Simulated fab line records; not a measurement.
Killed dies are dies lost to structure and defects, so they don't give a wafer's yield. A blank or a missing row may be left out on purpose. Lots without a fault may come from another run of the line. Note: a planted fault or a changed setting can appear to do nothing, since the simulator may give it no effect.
A struck lot beside a sound one :: flow nand harc :: 43 out of 1159 route steps
Sound: the wafers L636.1, L636.2, L636.3. Wafers struck: L642.1, L642.2, L642.4. The cause is named last.
Order at every step that has rows: each side's tool, ch and its chambers, its first start. Under that, the readings that differ: sound wafers :: struck wafers :: difference of the means :: sigmas: that difference in standard deviations of wafers without a fault.
alike: same words and numbers on both sides, and readings whose means sit less than 2 such deviations apart. not compared: any withheld reading, any reading some wafer has no value for, any bound like >300 that may hide the same value, and any number with overlapping values for which the record gives no deviation.
A row with sigmas, a row that says differs or no value, or rows on one side alone: a step with any of these is where the two part. Numbers that don't overlap but have no deviation are shown without sigmas and don't part them. A reading missing from all wafers of one side parts the sides only when that side holds two or more wafers.

NHARC_P_ZERO_WELL_CD_MEAS_24: target cd 720 nm.
  sound on cd sem-01 ch 0, day 1 14:32; struck on cd sem-01 ch 0, day 3 02:31
  alike: cd nm
then, 1 step without rows for these wafers: NHARC_P_ZERO_WELL_HARDBAKE_25 (time 80 s).
NHARC_P_ZERO_WELL_DESCUM_26: chemistry O2, time 3 s.
  sound on rie diel-09 ch 0,2,3, day 1 14:42; struck on rie diel-05 ch 0,3, day 3 02:40
  alike: drypump motor current A, oes product au, rf vpp V, showerhead plenum p Torr, throttle valve pct
  not compared: rf hours counter h
then, 9 steps without rows for these wafers: NHARC_P_ZERO_WELL_IMPLANT_27; NHARC_P_ZERO_WELL_IMPLANT_57; NHARC_P_ZERO_WELL_IMPLANT_58; NHARC_P_ZERO_WELL_STRIP_28 (strips in SPM, time 840 s); NHARC_P_ZERO_WELL_DEHYDRATE_29 (time 120 s); NHARC_P_ZERO_WELL_HMDS_30 (time 30 s); NHARC_P_ZERO_WELL_COAT_31; NHARC_P_ZERO_WELL_SOFTBAKE_32 (time 95 s); NHARC_P_ZERO_WELL_EBR_33.
NHARC_P_ZERO_WELL_EXPOSE_34: exposes mask P PWELL, target cd 720 nm.
  sound on krf scanner-03 ch 0, day 1 16:04; struck on krf scanner-03 ch 0, day 3 04:04
reading: model.P_ZERO_WELL.overlay x nm (nm)
sound: -6.668 -6.668 -6.668
struck: 241.9 241.9 241.9
difference: +248.6
sigmas: 
  alike: mask, focus offset nm
then, 2 steps without rows for these wafers: NHARC_P_ZERO_WELL_PEB_35 (peb time 85 s); NHARC_P_ZERO_WELL_DEVELOP_36 (time 70 s).
NHARC_P_ZERO_WELL_CD_MEAS_37: target cd 720 nm.
  sound on cd sem-02 ch 0, day 1 16:13; struck on cd sem-03 ch 0, day 3 04:14
  alike: cd nm
then, 1 step without rows for these wafers: NHARC_P_ZERO_WELL_HARDBAKE_38 (time 80 s).
NHARC_P_ZERO_WELL_DESCUM_39: chemistry O2, time 3 s.
  sound on rie diel-09 ch 0,2,3, day 1 16:24; struck on rie diel-09 ch 1,2,3, day 3 04:24
reading: rf hours counter h (h)
sound: 7 7 7
struck: 9 10 10
difference: +3
sigmas: 
  alike: drypump motor current A, oes product au, rf vpp V, showerhead plenum p Torr, throttle valve pct
then, 12 steps without rows for these wafers: NHARC_P_ZERO_WELL_IMPLANT_40; NHARC_P_ZERO_WELL_IMPLANT_59; NHARC_P_ZERO_WELL_IMPLANT_60; NHARC_P_ZERO_WELL_STRIP_41 (strips in SPM, time 840 s); NHARC_P_ZERO_WELL_DEHYDRATE_44 (time 120 s); NHARC_P_ZERO_WELL_HMDS_45 (time 30 s); NHARC_P_ZERO_WELL_COAT_46; NHARC_P_ZERO_WELL_SOFTBAKE_47 (time 95 s); NHARC_P_ZERO_WELL_EBR_48; NHARC_P_ZERO_WELL_EXPOSE_49 (exposes mask P HVPW, target cd 2000 nm); NHARC_P_ZERO_WELL_PEB_50 (peb time 85 s); NHARC_P_ZERO_WELL_DEVELOP_51 (time 70 s).
NHARC_P_ZERO_WELL_CD_MEAS_52: target cd 2000 nm.
  sound on cd sem-02 ch 0, day 1 17:55; struck on cd sem-01 ch 0, day 3 05:53
  alike: cd nm
then, 1 step without rows for these wafers: NHARC_P_ZERO_WELL_HARDBAKE_53 (time 80 s).
NHARC_P_ZERO_WELL_DESCUM_54: chemistry O2, time 3 s.
  sound on rie diel-05 ch 2,3, day 1 18:05; struck on rie diel-09 ch 0,1,3, day 3 06:03
  alike: drypump motor current A, oes product au, rf vpp V, showerhead plenum p Torr, throttle valve pct
  not compared: rf hours counter h
then, 5 steps without rows for these wafers: NHARC_P_ZERO_WELL_IMPLANT_55; NHARC_P_ZERO_WELL_IMPLANT_61; NHARC_P_ZERO_WELL_STRIP_56 (strips in SPM, time 840 s); NHARC_P_ZERO_WELL_PRECLEAN_68 (cleans in SC1, time 60 s); NHARC_P_ZERO_WELL_SRD_69.
NHARC_P_ZERO_WELL_RTA_42: time 300 s.
  sound on rtp anneal-02 ch 0, day 1 19:10; struck on rtp anneal-02 ch 0, day 3 07:07
reading: wafer_temp_C_max
sound: 1109.1 1108.0 1110.1
struck: 1105.7 1108.0 1105.3
difference: -2.7
sigmas: -2
  alike: lamp power pct, lamp_zone_1_pct, lamp_zone_6_pct
NHARC_P_ZERO_WELL_INSPECT_43:
  sound on defect inspect-01 at day 1 19:50; struck on defect inspect-02 at day 3 07:48
  alike: raw defect count
then, 2 steps without rows for these wafers: NHARC_P_STI_ETCH_26 (etches SiO2 in dHF, target depth 11 nm); NHARC_P_STI_PRECLEAN_27 (cleans in SC1).
-- jump in the record: it breaks off in module P_STI and resumes in module END (first step shown: number 1159 of the route), and 18 days separate the struck wafers' starts before and after --
NHARC_END_SORT_01:
  here the record holds rows for the struck wafers (prober-02 ch 0, day 21 01:47) but none for the sound ones

== WHERE THEY PART ==
Earliest at NHARC_P_ZERO_WELL_RTA_42; latest, in this record, at NHARC_END_SORT_01.

WHY: whatever the simulator had introduced
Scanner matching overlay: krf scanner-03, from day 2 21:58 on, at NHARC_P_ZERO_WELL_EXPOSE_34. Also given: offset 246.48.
